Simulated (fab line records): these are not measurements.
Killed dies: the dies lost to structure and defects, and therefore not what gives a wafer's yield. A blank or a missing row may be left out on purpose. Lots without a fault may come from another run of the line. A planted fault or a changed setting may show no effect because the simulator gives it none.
Chamber matching | flow n5-finfet | N5_FIN_CUT_CUT_ETCH_26 on rie-diel-01: 4 sister chambers
The step etches SiNx in CH3F/O2, target depth 39 nm, time 55.7 s. 8 wafers are shown with their chamber, then 9 later ones without.

WAFERS PAIRED WITH THEIR CHAMBERS
wafer  | chamber | drypump-motor-current-A (A) | rf-vpp-V (V)
L080.1 | 1       | 4.9                         | 301
L080.3 | 2       | 5.2                         | 301
L080.6 | 2       | 5.2                         | 301
L088.2 | 1       | 4.9                         | 300
L088.5 | 3       | 6.5                         | 291
L089.4 | 0       | 5.6                         | 297
L089.5 | 3       | 6.4                         | 291
L089.6 | 0       | 5.6                         | 297

WAFERS WITHOUT THEIR CHAMBER
wafer  | drypump-motor-current-A (A) | rf-vpp-V (V)
L095.1 | 6.4                         | 292
L095.3 | 5.6                         | 298
L095.4 | 5.2                         | 300
L096.2 | 4.9                         | 301
L096.4 | 5.2                         | 303
L096.6 | 5.6                         | 297
L097.1 | 6.4                         | 291
L097.5 | 5.2                         | 301
L097.6 | 6.4                         | 290

CHAMBER TAKEN BY EACH
wafer  | from the rows above | in truth
L095.1 | 3                   | 3
L095.3 | 0                   | 0
L095.4 | 2                   | 2
L096.2 | 1                   | 1
L096.4 | 2                   | 2
L096.6 | 0                   | 0
L097.1 | 3                   | 3
L097.5 | 2                   | 2
L097.6 | 3                   | 3
Correctly placed: 9 of 9. Not placeable from these rows: 0. 0 placed wrongly.
How it was worked out, from the rows above alone: a wafer's distance from a chamber is the root of the sum, over the readings, of the square of ((its reading less the chamber's mean) divided by the reading's scatter). If the next closest chamber is less than 2 further off than the closest, the wafer can't be placed; otherwise it belongs to the closest. Each chamber's mean is taken over the wafers shown for it. The scatter: the root of (the sum of the squares of (reading less its chamber's mean) over the shown wafers, divided by (wafers less chambers)).
